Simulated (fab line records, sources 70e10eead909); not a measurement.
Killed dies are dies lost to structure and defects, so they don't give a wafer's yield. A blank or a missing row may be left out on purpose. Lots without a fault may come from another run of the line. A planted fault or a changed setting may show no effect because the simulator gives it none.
fab line records | flow nand_harc
record lots=10 wafers=30 last_day=24
route steps=1159 shown A_M1@1057 A_BONDPAD@1072 END@1159
lots that met no fault: from a run of the same line without faults
start_h: hours from the record's first day to the start of the lot's first wafer shown | wait_h: hours since the lot's step before | " the same as in the row above | L1.1+2: a row that stands for several wafers | - no value, or no start given | * or withheld: withheld | < > ~ a bound
route shown NAME@n: a module of which the file shows steps, and the number in the route of the first | usual: mean/standard deviation of fault-free wafers | same: alike in all rows | chamber/n: place in a boat | sites: the reading at each site | _std_site: their standard deviation | _edge_site: outer sites' mean less inner sites' | radius_mm: how far each site lies from the wafer's centre | mask NAME#n: copy n | behind: the tool/chamber that last shaped the wafer | hold: why the lot was held/for how many hours/how that ended | device: the transistor (n, p or np) that didn't switch | end of line: the same wafers' tests at the end of the route | a step without rows: its recipe alone | killed: dies lost to structure and defects at the first sort, not the wafer's yield | map: a wafer's dies, x killed, . not, _ none there
set.NAME: the setting as run; set.NAME@STEP: as run at that earlier step | model.NAME: the simulator's own value behind a step, which no gauge read
steps of the route over a sample of lots; a table a step, a row a wafer
services: from which hour (start_h, from the record's first day; less than 0 if before it) a tool's chamber was out of use, for how many hours, and why
## steps
# step NHARC_A_M1_PRE_CLEAN_32
# recipe time_s=12 temp_c=370 rf_power_w=300 gas=NH3
# usual heater_power_w=635/65 susceptor_temp_C=370.00/0.24
# columns lot.wafer tool chamber start_h wait_h heater_power_w susceptor_temp_C
L556.1 pecvd-01 0 416.12 0.1 580 370.09
L556.4 " 0 " " 574 370.16
L556.3 " 1 " " 546 369.29
L559.3 pecvd-03 0 453.31 0.1 637 369.36
L559.2 " 1 " " 715 370.13
L559.4 " 2 " " 540 369.85
L561.1 pecvd-03 0 458.43 0.1 567 370.05
L561.5 " 1 " " 719 369.91
L561.4 " 2 " " 547 370.36
L566.2 pecvd-01 1 477.41 0.1 537 370.13
L566.1 " 0 " " 546 369.55
L566.4 " 1 " " 559 370.03
L571.1 pecvd-04 0 521.84 0.1 745 370.18
L571.3 " 2 " " 568 370.13
L571.4 " 1 " " 664 369.97
L573.2 pecvd-04 0 529.54 0.1 648 369.98
L573.1 " 1 " " 640 369.99
L573.5 " 0 " " 656 369.78
L575.1 pecvd-04 2 530.59 0.1 578 369.90
L575.6 " 0 " " 724 369.76
L575.4 " 1 " " 707 370.44
L574.3 pecvd-01 1 536.44 0.2 568 369.99
L574.6 " 1 " " 567 370.20
L574.5 " 2 " " 644 370.14
L572.1 pecvd-03 2 536.73 0.1 515 369.90
L572.4 " 1 " " 721 369.84
L572.6 " 2 " " 512 370.04
L576.3 pecvd-04 2 551.30 0.1 634 370.48
L576.5 " 0 " " 726 370.17
L576.4 " 1 " " 679 369.58
# step NHARC_A_BONDPAD_CD_MEAS_09
# recipe target_cd_nm=500 landing_energy_ev=500
# usual cd_nm=498.7/1.8
# columns lot.wafer tool chamber start_h wait_h cd_nm
L556.1 cd_sem-03 0 418.04 - 499.1
L556.3 " 0 " " 495.5
L556.4 " 0 " " 496.8
L559.2 cd_sem-01 0 455.03 - 499.0
L559.3 " 0 " " 498.2
L559.4 " 0 " " 497.9
L561.1 cd_sem-03 0 460.31 - 498.6
L561.4 " 0 " " 499.8
L561.5 " 0 " " 499.2
L566.1 cd_sem-02 0 479.14 - 498.1
L566.2 " 0 " " 499.2
L566.4 " 0 " " 499.5
L571.1 cd_sem-03 0 523.70 - 498.5
L571.3 " 0 " " 500.6
L571.4 " 0 " " 498.2
L573.1 cd_sem-02 0 531.39 - 501.1
L573.2 " 0 " " 498.8
L573.5 " 0 " " 500.5
L575.1 cd_sem-01 0 532.45 - 499.5
L575.4 " 0 " " 497.1
L575.6 " 0 " " 499.6
L574.3 cd_sem-03 0 538.32 - 500.2
L574.5 " 0 " " 502.0
L574.6 " 0 " " 501.5
L572.1 cd_sem-01 0 538.57 - 499.4
L572.4 " 0 " " 499.8
L572.6 " 0 " " 499.2
L576.3 cd_sem-02 0 553.04 - 499.2
L576.4 " 0 " " 497.8
L576.5 " 0 " " 497.4
# step NHARC_A_BONDPAD_ETCH_34
# recipe target_depth_a=600 overetch_a=180 time_s=65.91 ion_energy_ev=200 n2_flow_sccm=150 h2_flow_sccm=150 ar_flow_sccm=0 rf_w=400 bias_w=150 chemistry=N2/H2
# usual bias_w=150.0/0.47 drypump_motor_current_A=5.5/0.38 oes_product_au=1.003/0.011 rf_vpp_V=431.0/2.9 run_length_s=87.3/0.49 showerhead_plenum_p_Torr=2.05/0.1 throttle_valve_pct=14.171/0.0095
# columns lot.wafer tool chamber start_h wait_h bias_w drypump_motor_current_A oes_product_au rf_hours_counter_h rf_vpp_V run_length_s showerhead_plenum_p_Torr throttle_valve_pct
L556.4 rie_diel-11 2 418.33 0.1 150.5 5.9 1.004 6 434.5 87.7 2.14 14.173
L556.1 " 0 " " 149.9 5.6 1.006 8 424.5 88.0 1.88 14.163
L556.3 " 1 " " 149.6 5.0 1.010 7 432.7 87.1 2.11 14.167
L559.4 rie_diel-04 0 455.32 0.1 - 5.1 1.021 5 433.8 67.7 2.12 14.159
L559.3 " 2 " " - 5.7 1.008 6 436.2 66.6 2.18 14.186
L559.2 " 3 " " - 5.3 1.000 5 428.3 67.5 2.03 14.172
L561.1 rie_diel-04 1 460.61 0.1 - 6.2 1.008 6 426.7 67.7 1.90 14.180
L561.4 " 3 " " - 5.3 0.990 5 429.5 67.7 2.03 14.163
L561.5 " 0 " " - 5.1 1.013 - 432.6 67.5 2.12 14.181
L566.4 rie_diel-01 1 479.45 0.1 149.1 5.6 1.009 61 435.6 86.9 2.17 14.179
L566.1 " 2 " " 150.0 5.7 0.996 56 431.4 86.7 2.07 14.162
L566.2 " 3 " " 150.3 5.0 1.000 49 431.2 86.9 2.09 14.165
L571.4 rie_diel-11 2 523.99 0.1 149.9 5.8 1.023 25 432.7 87.7 2.14 14.151
L571.3 " 0 " " 148.9 5.6 0.994 29 426.1 87.5 1.87 14.174
L571.1 " 1 " " 149.9 5.0 1.012 28 432.1 87.0 2.10 14.161
L573.2 rie_diel-04 3 531.70 0.1 149.9 5.3 1.013 2 431.7 87.2 2.03 14.182
L573.1 " 0 " " 150.1 5.1 1.006 2 433.2 87.0 2.12 14.180
L573.5 " 0 " " 149.6 5.1 1.006 - 432.1 87.1 2.12 14.164
L575.1 rie_diel-04 3 532.76 0.1 149.8 5.3 0.998 2 428.4 87.3 2.03 14.183
L575.6 " 3 " " 151.3 5.3 0.997 - 429.3 87.3 2.03 14.169
L575.4 " 0 " " 150.3 5.1 1.008 - 432.6 87.3 2.12 14.172
L574.3 rie_diel-04 3 538.62 0.1 149.4 5.3 0.997 3 432.0 87.4 2.03 14.170
L574.6 " 2 " " 150.6 5.7 0.998 - 434.9 86.2 2.18 14.164
L574.5 " 3 " " 150.1 5.3 0.993 - 430.7 87.1 2.03 14.170
L572.1 rie_diel-04 0 538.88 0.1 150.3 5.1 1.011 3 432.6 87.1 2.12 14.172
L572.4 " 1 " " 150.3 6.2 0.999 3 425.6 87.8 1.90 14.188
L572.6 " 0 " " 149.7 5.1 0.998 - 431.4 87.7 2.12 14.165
L576.3 rie_diel-04 1 553.38 0.1 149.2 6.2 1.004 3 427.8 87.7 1.90 14.174
L576.5 " 2 " " 150.3 5.7 1.002 - 434.2 86.3 2.18 14.153
L576.4 " 0 " " 150.0 5.1 0.993 - 433.3 87.0 2.12 14.171
# step NHARC_A_BONDPAD_PVD_27
# recipe target_thk_a=300 chamber_pressure_pa=5 power_w=5000 substrate_temp_c=30 time_s=20.49 material=Cu
# usual throttle_valve_pct=29.6/1.3
# columns lot.wafer tool chamber start_h wait_h throttle_valve_pct
L556.3 pvd_sputter-03 - - - 31.0
L556.4 " - " " 30.8
L556.1 " - " " 30.7
L559.2 pvd_sputter-03 - - - 30.8
L559.3 " - " " 31.0
L559.4 " - " " 30.7
L561.1 pvd_sputter-01 - - - 29.9
L561.4 " - " " 28.1
L561.5 " - " " 30.1
L566.1 pvd_sputter-03 - - - 30.4
L566.2 " - " " 31.6
L566.4 " - " " 30.8
L571.1 pvd_sputter-01 - - - 29.4
L571.4 " - " " 29.0
L571.3 " - " " 30.3
L573.1 pvd_sputter-02 - - - 29.0
L573.2 " - " " 28.3
L573.5 " - " " 29.1
L575.1 pvd_sputter-03 - - - 30.5
L575.4 " - " " 30.5
L575.6 " - " " 31.7
L574.3 pvd_sputter-01 - - - 30.0
L574.5 " - " " 30.4
L574.6 " - " " 29.5
L572.1 pvd_sputter-03 - - - 30.3
L572.4 " - " " 30.0
L572.6 " - " " 30.6
L576.3 pvd_sputter-02 - - - 29.4
L576.4 " - " " 28.7
L576.5 " - " " 29.7
# step NHARC_END_SORT_01
# recipe temp_c=25
# usual defect_limited_yield=95.2/1.9 killed_at_array=29/13 killed_at_other=0.7/1 killed_at_periphery=3.2/2.3 killed_dies=33/13 killed_open=3.3/1.7 killed_short=2.0/1.5 sort_bin_2_pct=1.5/0.8 sort_bin_3_pct=0.27/0.22 sort_bin_4_pct=3.0/1.1 sort_n_pass=644/13 sort_rim_yield_pct=96.0/2.9 sort_yield_pct=95.2/1.9
# same gross_dies=677 sort_bin_5_pct[%]=0 sort_bin_6_pct[%]=0 sort_bin_7_pct[%]=0 sort_bin_8_pct[%]=0 sort_rim_n_gross=106.00
# columns lot.wafer tool chamber start_h wait_h defect_limited_yield[%] killed_at_array killed_at_other killed_at_periphery killed_dies killed_open killed_short sort_bin_2_pct[%] sort_bin_3_pct[%] sort_bin_4_pct[%] sort_n_pass sort_rim_yield_pct[%] sort_yield_pct[%]
L561.1 prober-01 0 487.17 2.5 93.8 38 0 4 42 8 2 1.9 0 4.3 635 90.6 93.8
L561.4 prober-01 0 489.55 3.4 92.9 40 3 5 48 4 1 2.1 0.44 4.6 629 98.1 92.9
L561.5 prober-01 0 490.34 3.7 87.6 72 3 9 84 7 2 6.4 0.74 5.3 593 67.9 87.6
L559.2 prober-02 0 487.94 2.8 95.0 33 0 1 34 4 0 2.4 0.44 2.2 643 96.2 95.0
L559.3 prober-02 0 488.74 3.1 95.0 30 0 4 34 3 5 1.5 0.44 3.1 643 96.2 95.0
L559.4 prober-02 0 489.53 3.4 94.5 33 0 4 37 3 1 3.1 0.15 2.2 640 87.7 94.5
L566.1 prober-02 0 513.43 2.5 96.9 19 0 2 21 1 4 0.7 0 2.4 656 99.1 96.9
L566.2 prober-02 0 514.22 2.8 96.6 18 0 5 23 2 2 0.9 0 2.5 654 93.4 96.6
L566.4 prober-02 0 515.81 3.4 97.3 15 0 3 18 5 2 0.7 0 1.9 659 96.2 97.3
L571.1 prober-02 0 554.61 2.5 95.3 27 0 5 32 1 3 1.3 0.44 3.0 645 91.5 95.3
L571.3 prober-02 0 556.23 3.1 93.8 39 0 3 42 7 1 2.7 0.15 3.4 635 92.5 93.8
L571.4 prober-02 0 557.04 3.4 93.8 41 0 1 42 2 3 1.6 0.59 4.0 635 97.2 93.8
L573.1 prober-02 0 564.50 2.5 89.8 64 3 2 69 3 2 3.4 0.30 6.5 608 92.5 89.8
L573.2 prober-02 0 565.30 2.8 91.7 50 1 5 56 4 1 3.4 0.30 4.6 621 97.2 91.7
L573.5 prober-02 0 567.70 3.7 92.0 50 0 4 54 5 2 3.5 0.30 4.1 623 89.6 92.0
L575.1 prober-01 0 564.52 2.5 97.3 15 1 2 18 1 2 0.9 0.15 1.6 659 100.0 97.3
L575.4 prober-01 0 566.90 3.4 97.3 14 1 3 18 0 1 0.7 0.15 1.8 659 99.1 97.3
L575.6 prober-01 0 568.49 4.0 96.8 13 3 6 22 5 4 1.0 0.15 2.1 655 94.3 96.8
L574.3 prober-02 0 573.85 3.1 96.6 19 1 3 23 6 3 0.9 0.15 2.4 654 89.6 96.6
L574.5 prober-02 0 575.45 3.7 97.3 14 1 3 18 6 0 0.7 0.15 1.8 659 97.2 97.3
L574.6 prober-02 0 576.25 4.0 97.9 11 0 3 14 2 0 0.1 0 1.9 663 97.2 97.9
L576.3 prober-01 0 581.94 3.1 95.4 28 0 3 31 5 5 1.3 0.15 3.1 646 92.5 95.4
L576.4 prober-01 0 582.73 3.4 93.9 33 2 6 41 5 4 1.8 0.59 3.7 636 98.1 93.9
L576.5 prober-01 0 583.52 3.7 95.1 24 2 7 33 2 2 1.5 0.30 3.1 644 90.6 95.1
# killed by level:class
L561.1 A_CHANNEL_HOLE_D1:chamber_film_flake=13 A_SLIT:chamber_film_flake=8 A_CHANNEL_FILL_D1:geometric_particle:open=3 A_STAIRCASE:chamber_film_flake=3 P_ZERO_WELL:chamber_film_flake=2 A_CONTACT:chamber_film_flake=2 A_BONDPAD:area_etch=2 P_CONTACT:geometric_particle:short=1
L559.2 A_SLIT:chamber_film_flake=9 A_BONDPAD:area_etch=9 A_STAIRCASE:chamber_film_flake=7 A_CHANNEL_HOLE_D1:chamber_film_flake=3 A_CONTACT:chamber_film_flake=2 P_M0:geometric_particle:open=1 A_ONON_D1:geometric_particle:open=1 A_SGD_CUT:geometric_particle:open=1
L559.3 A_SLIT:chamber_film_flake=8 A_STAIRCASE:chamber_film_flake=5 A_CONTACT:chamber_film_flake=5 A_BONDPAD:area_etch=3 P_STI:chamber_film_flake=2 A_CHANNEL_HOLE_D1:chamber_film_flake=2 P_CONTACT:geometric_particle:short=1 A_SOURCE_PLATE:geometric_particle:short=1
L559.4 A_SLIT:chamber_film_flake=10 A_BONDPAD:area_etch=10 A_CONTACT:chamber_film_flake=4 P_STI:chamber_film_flake=3 A_CHANNEL_HOLE_D1:chamber_film_flake=3 A_STAIRCASE:chamber_film_flake=2 A_ONON_D1:geometric_particle:short=1 A_CHANNEL_FILL_D1:geometric_particle:open=1
L561.4 A_CHANNEL_HOLE_D1:chamber_film_flake=11 A_SLIT:chamber_film_flake=11 A_STAIRCASE:chamber_film_flake=8 P_ZERO_WELL:chamber_film_flake=5 HYBRID_BOND:chamber_film_flake=3 A_CONTACT:chamber_film_flake=3 A_CONTACT:geometric_particle:open=2 A_CHANNEL_HOLE_D1:geometric_particle:open=1
L561.5 A_BONDPAD:area_etch=27 A_CHANNEL_HOLE_D1:chamber_film_flake=14 A_SLIT:chamber_film_flake=11 A_STAIRCASE:chamber_film_flake=6 A_CONTACT:chamber_film_flake=5 A_ZERO_WELL:chamber_film_flake=4 HYBRID_BOND:chamber_film_flake=3 P_CONTACT:geometric_particle:open=2
L566.1 A_CHANNEL_HOLE_D1:chamber_film_flake=7 A_CONTACT:chamber_film_flake=3 P_M0:geometric_particle:short=2 A_CHANNEL_FILL_D1:geometric_particle:short=2 A_CHANNEL_FILL_D1:chamber_film_flake=2 A_WL_FILL:chamber_film_flake=2 A_CONTACT:geometric_particle:open=1 A_BLC:chamber_film_flake=1
L566.2 A_CHANNEL_HOLE_D1:chamber_film_flake=7 P_STI:chamber_film_flake=4 A_BLC:chamber_film_flake=3 A_ONON_D1:geometric_particle:short=2 A_CONTACT:chamber_film_flake=2 P_M0:geometric_particle:open=1 A_CONTACT:geometric_particle:open=1 A_ZERO_WELL:chamber_film_flake=1
L566.4 A_BLC:chamber_film_flake=3 A_CHANNEL_HOLE_D1:chamber_film_flake=2 A_BONDPAD:chamber_film_flake=2 P_CONTACT:geometric_particle:short=1 P_CONTACT:geometric_particle:open=1 P_M0:geometric_particle:open=1 A_ONON_D1:geometric_particle:open=1 A_ONON_D1:geometric_particle:short=1
L571.1 A_CONTACT:chamber_film_flake=11 A_SLIT:chamber_film_flake=7 A_CHANNEL_HOLE_D1:chamber_film_flake=6 P_GATE:chamber_film_flake=4 P_M2:geometric_particle:short=1 A_CHANNEL_HOLE_D1:geometric_particle:short=1 A_WL_FILL:geometric_particle:short=1 A_CONTACT:geometric_particle:open=1
L571.3 A_SLIT:chamber_film_flake=12 A_CONTACT:chamber_film_flake=11 A_CHANNEL_HOLE_D1:chamber_film_flake=8 A_CHANNEL_FILL_D1:geometric_particle:open=2 P_GATE:geometric_particle:open=1 P_M1:geometric_particle:open=1 A_WL_FILL:geometric_particle:open=1 A_CONTACT:geometric_particle:open=1
L571.4 A_SLIT:chamber_film_flake=23 A_CONTACT:chamber_film_flake=10 A_WL_FILL:geometric_particle:short=2 A_ONON_D1:geometric_particle:short=1 A_WL_FILL:geometric_particle:open=1 A_CONTACT:geometric_particle:open=1 P_GATE:chamber_film_flake=1 A_CHANNEL_HOLE_D1:chamber_film_flake=1
L573.1 A_CHANNEL_HOLE_D1:chamber_film_flake=32 A_SLIT:chamber_film_flake=15 A_M1:chamber_film_flake=5 A_CONTACT:chamber_film_flake=3 A_BLC:chamber_film_flake=3 A_WL_FILL:geometric_particle:short=2 A_ZERO_WELL:chamber_film_flake=2 THIN_TSV:chamber_film_flake=2
L575.1 A_CHANNEL_HOLE_D1:chamber_film_flake=8 A_ONON_D1:geometric_particle:short=2 A_WL_FILL:chamber_film_flake=2 A_ONON_D1:geometric_particle:open=1 P_ZERO_WELL:chamber_film_flake=1 P_M0:chamber_film_flake=1 A_STAIRCASE:chamber_film_flake=1 A_M1:chamber_film_flake=1
L573.2 A_SLIT:chamber_film_flake=19 A_CHANNEL_HOLE_D1:chamber_film_flake=17 A_M1:chamber_film_flake=4 A_WL_FILL:geometric_particle:open=2 P_M0:chamber_film_flake=2 A_ZERO_WELL:chamber_film_flake=2 A_CONTACT:chamber_film_flake=2 A_BLC:chamber_film_flake=2
L575.4 A_M1:chamber_film_flake=6 A_CHANNEL_HOLE_D1:chamber_film_flake=4 P_M0:chamber_film_flake=3 A_WL_FILL:chamber_film_flake=2 A_ONON_D1:geometric_particle:short=1 A_CONTACT:chamber_film_flake=1 THIN_TSV:chamber_film_flake=1
L573.5 A_CHANNEL_HOLE_D1:chamber_film_flake=19 A_SLIT:chamber_film_flake=16 A_CONTACT:geometric_particle:open=4 P_M0:chamber_film_flake=3 A_BLC:chamber_film_flake=3 A_CONTACT:chamber_film_flake=2 A_M1:chamber_film_flake=2 P_CONTACT:geometric_particle:short=1
L575.6 P_GATE:chamber_film_flake=3 A_M1:chamber_film_flake=3 P_M0:geometric_particle:open=2 A_CHANNEL_FILL_D1:geometric_particle:short=2 A_CHANNEL_HOLE_D1:chamber_film_flake=2 THIN_TSV:chamber_film_flake=2 A_SOURCE_PLATE:geometric_particle:short=1 A_CHANNEL_FILL_D1:geometric_particle:open=1
L574.3 A_CHANNEL_HOLE_D1:chamber_film_flake=8 A_CONTACT:geometric_particle:open=2 A_M0:geometric_particle:open=2 A_CONTACT:chamber_film_flake=2 P_M1:geometric_particle:short=1 P_M2:geometric_particle:open=1 A_CHANNEL_HOLE_D1:geometric_particle:short=1 A_CHANNEL_FILL_D1:geometric_particle:open=1
L574.5 A_CHANNEL_HOLE_D1:chamber_film_flake=6 A_WL_FILL:chamber_film_flake=3 A_M0:geometric_particle:open=2 P_GATE:geometric_particle:open=1 P_M0:geometric_particle:open=1 A_CHANNEL_HOLE_D1:geometric_particle:open=1 A_CONTACT:geometric_particle:open=1 P_GATE:chamber_film_flake=1
L574.6 A_CHANNEL_HOLE_D1:chamber_film_flake=5 A_WL_FILL:chamber_film_flake=3 P_STI:chamber_film_flake=2 P_M0:geometric_particle:open=1 A_BLC:geometric_particle:open=1 A_STAIRCASE:chamber_film_flake=1 A_CONTACT:chamber_film_flake=1
L576.3 A_SLIT:chamber_film_flake=12 A_CHANNEL_HOLE_D1:chamber_film_flake=6 A_ONON_D1:geometric_particle:short=2 P_CONTACT:geometric_particle:short=1 A_CHANNEL_HOLE_D1:geometric_particle:short=1 A_CHANNEL_FILL_D1:geometric_particle:open=1 A_SGD_CUT:geometric_particle:open=1 A_WL_FILL:geometric_particle:open=1
L576.4 A_SLIT:chamber_film_flake=21 A_CHANNEL_HOLE_D1:chamber_film_flake=4 A_STAIRCASE:chamber_film_flake=2 THIN_TSV:chamber_film_flake=2 P_CONTACT:geometric_particle:short=1 P_CONTACT:geometric_particle:open=1 P_M0:geometric_particle:short=1 P_M0:geometric_particle:open=1
L576.5 A_SLIT:chamber_film_flake=14 A_STAIRCASE:chamber_film_flake=3 P_STI:chamber_film_flake=2 P_GATE:chamber_film_flake=2 THIN_TSV:chamber_film_flake=2 A_WL_FILL:geometric_particle:short=1 A_CONTACT:geometric_particle:open=1 A_BLC:geometric_particle:open=1
## services
# columns tool chamber start_h hours kind
pecvd-01 2 401.50 17.3 repair
rie_diel-01 1 402.50 4.2 repair
pvd_sputter-01 - 413.62 4.7 repair
pvd_sputter-02 - 416.34 1.0 repair
pecvd-01 - 418.21 13.0 pm
pvd_sputter-02 - 420.97 1.0 repair
rie_diel-01 0 427.90 15.1 repair
rie_diel-01 3 436.30 5.6 repair
pecvd-01 - 457.06 0.3 repair
pvd_sputter-03 - 458.00 10.0 pm
rie_diel-04 3 464.16 2.4 repair
rie_diel-04 - 465.90 9.0 pm
rie_diel-01 2 468.70 7.5 repair
pecvd-03 - 473.59 13.0 pm
pecvd-01 - 491.13 12.2 repair
rie_diel-01 - 491.80 9.0 pm
rie_diel-11 0 495.03 1.5 repair
pecvd-03 1 504.99 24.2 repair
pvd_sputter-02 - 508.30 4.1 repair
pvd_sputter-01 - 514.02 10.0 pm
rie_diel-04 2 529.70 4.1 repair
rie_diel-11 - 544.16 9.0 pm
rie_diel-04 3 549.65 13.3 repair
pecvd-04 2 553.70 23.3 repair
## key
first_sign step=NHARC_A_BONDPAD_ETCH_34 reading=run_length_s direction=down sigmas=40 usual=* struck=*
effect step=NHARC_END_SORT_01 reading=sort_rim_yield_pct direction=down sigmas=2.2 usual=96.0 struck=89.5 wafers_moved=2
met_at NHARC_A_BONDPAD_ETCH_34
struck_lots L559,L561
not_acting_at NHARC_A_M1_PRE_CLEAN_32,NHARC_A_BONDPAD_CD_MEAS_09,NHARC_A_BONDPAD_PVD_27
fault kind=process_parameter_drift tool=rie_diel-04 chamber=- onset_h=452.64 steps=NHARC_A_BONDPAD_ETCH_34 channel=time_s offset=* shape=step end_h=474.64 acts_in=* stated=*
